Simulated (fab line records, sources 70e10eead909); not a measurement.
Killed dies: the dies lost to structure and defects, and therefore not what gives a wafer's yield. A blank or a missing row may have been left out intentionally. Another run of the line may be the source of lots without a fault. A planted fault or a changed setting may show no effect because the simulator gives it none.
Comparing a struck lot with a sound one -- flow nandHarc -- 14 out of 1302 route steps
Sound: wafers L521.1, L521.4, L521.6. Wafers L529.1, L529.2, L529.6 were the ones struck. The cause is named last.
At each step with rows: each side's tool, then ch and its chambers, then its first start. Under that, the readings that differ: sound wafers -- struck wafers -- difference of the means -- sigmas: that difference in standard deviations of wafers without a fault.
alike: words and numbers the same on both sides, and readings whose means are apart by under 2 such deviations; not compared: readings that were withheld, readings missing a value for some wafer, numbers with overlapping values and no deviation given by the record, and bounds like >300 which may hide the same value.
The two part at a step that has a row with sigmas, a row that says differs or no value, or rows on one side only. Numbers that have no deviation but don't overlap get no sigmas and don't part them. A reading that every wafer of one side lacks parts them only if that side has two wafers or more.

NHARC_A_STAIRCASE_TRIM_26: chemistry O2, time 211.2 s.
  sound on rieDiel-05 ch 0,2,3; struck on rieDiel-11 ch 0,2
reading,sound,struck,difference,sigmas
oesProductAu (a.u.),1.018 1.023 1.005,0.972 0.982 0.987,-0.035,-2
  alike: drypumpMotorCurrentA, rfVppV, showerheadPlenumPTorr, throttleValvePct
  not compared: rfHoursCounterH
NHARC_A_STAIRCASE_ETCH_27: etches the open film in C4F8/O2, target depth 100 nm, time 40.5 s.
  sound on rieDiel-05 ch 1,2; struck on rieDiel-11 ch 1,3
  alike: oesProductAu, rfVppV
  not compared: rfHoursCounterH
NHARC_A_STAIRCASE_STRIP_175: strips in O2.
  sound on plasmaAsher-02 ch 0,1, day 17 06:16; struck on plasmaAsher-02 ch 0,1, day 20 19:22
  alike: drypumpMotorCurrentA, heaterPowerW
  not compared: rfHoursCounterH
then, 8 steps without rows for these wafers: NHARC_A_STAIRCASE_STRIP_148 (strips in SPM, time 900 s); NHARC_A_STAIRCASE_PRECLEAN_149 (cleans in SC1); NHARC_A_STAIRCASE_SRD_150; NHARC_A_STAIRCASE_DEHYDRATE_176 (time 120 s); NHARC_A_STAIRCASE_HMDS_177 (time 30 s); NHARC_A_STAIRCASE_COAT_178; NHARC_A_STAIRCASE_SOFTBAKE_179 (time 170 s); NHARC_A_STAIRCASE_EBR_180.
NHARC_A_STAIRCASE_EXPOSE_181: exposes mask STAIR 2.
  sound on krfScanner-01 ch 0, day 17 07:25; struck on krfScanner-02 ch 0, day 20 20:30
reading,sound,struck,difference,sigmas
exposureDoseMJCm2,27.925 27.893 27.854,28.280 28.275 28.299,+0.394,+16
  alike: mask, stageVelMmS
then, 2 steps without rows for these wafers: NHARC_A_STAIRCASE_PEB_182 (peb time 130 s); NHARC_END_SORT_01.

## WHERE THEY PART
Last at NHARC_A_STAIRCASE_EXPOSE_181 as far as this record goes, first at NHARC_A_STAIRCASE_TRIM_26.

WHY: the cause the simulator had injected
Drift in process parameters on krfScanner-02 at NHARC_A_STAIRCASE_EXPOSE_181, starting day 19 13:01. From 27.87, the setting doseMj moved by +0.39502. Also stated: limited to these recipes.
